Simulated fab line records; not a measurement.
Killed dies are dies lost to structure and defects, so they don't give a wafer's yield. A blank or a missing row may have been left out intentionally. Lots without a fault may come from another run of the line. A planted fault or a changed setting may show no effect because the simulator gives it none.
Chamber matching -- flow nandHarc -- 4 sister chambers for NHARC_A_M1_STRIP_18 on rieDiel-10
The step strips in N2/H2. 14 wafers are shown with their chamber, then 7 later ones without.

== EACH WAFER AND ITS CHAMBER ==
wafer,chamber,drypumpMotorCurrentA (A),oesProductAu (a.u.),rfVppV (V)
L600.1,1,5.95,1.008,90.9
L600.3,2,5.69,0.996,89.7
L600.5,1,5.98,1.000,89.3
L601.2,1,5.95,1.010,90.7
L601.3,2,5.75,0.988,89.6
L601.4,0,5.95,1.001,91.1
L609.3,2,5.77,1.008,89.9
L609.4,3,6.21,1.019,90.2
L609.5,0,5.97,1.002,91.4
L611.1,0,5.97,0.991,92.1
L611.2,2,5.74,1.004,90.9
L611.6,2,5.76,1.008,91.1
L615.1,2,5.77,1.014,91.2
L615.4,0,5.95,0.992,91.9

SIGNATURES (averages over the wafers above)
reading,chamber 0,chamber 1,chamber 2,chamber 3,scatter within a chamber
drypumpMotorCurrentA,5.9600,5.9600,5.7467,6.2100,0.0235
oesProductAu,0.99650,1.00600,1.00300,1.01900,0.00777
rfVppV,91.625,90.300,90.400,90.200,0.701
Rule: for a wafer and a chamber, the distance is found by dividing, reading by reading, the gap between the wafer's reading and the chamber's mean by the reading's scatter, squaring, summing and taking the root. The wafer belongs to the nearest chamber; if the next one is less than 2 further off, it can't be placed. The scatter is the square root of a quotient: the sum, over the shown wafers, of each reading's squared deviation from its chamber's mean, divided by wafers minus chambers.

== WAFERS WHOSE CHAMBER IS MISSING ==
wafer,drypumpMotorCurrentA (A),oesProductAu (a.u.),rfVppV (V)
L615.6,5.78,1.012,90.2
L618.1,6.19,1.006,90.6
L618.3,5.95,0.985,90.7
L618.6,5.73,0.991,91.2
L622.3,5.94,1.025,90.7
L622.4,5.74,1.015,89.0
L622.6,6.23,1.009,90.2

== EACH ONE'S CHAMBER ==
wafer,from the rows above,in truth
L615.6,2,2
L618.1,3,3
L618.3,can't be placed: 0 or 1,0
L618.6,2,2
L622.3,can't be placed: 1 or 0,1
L622.4,2,2
L622.6,3,3
Correctly placed: 5 of 7. From these rows, 2 cannot be placed; in 2 the true chamber is one of the candidates. Number placed wrongly: 0.
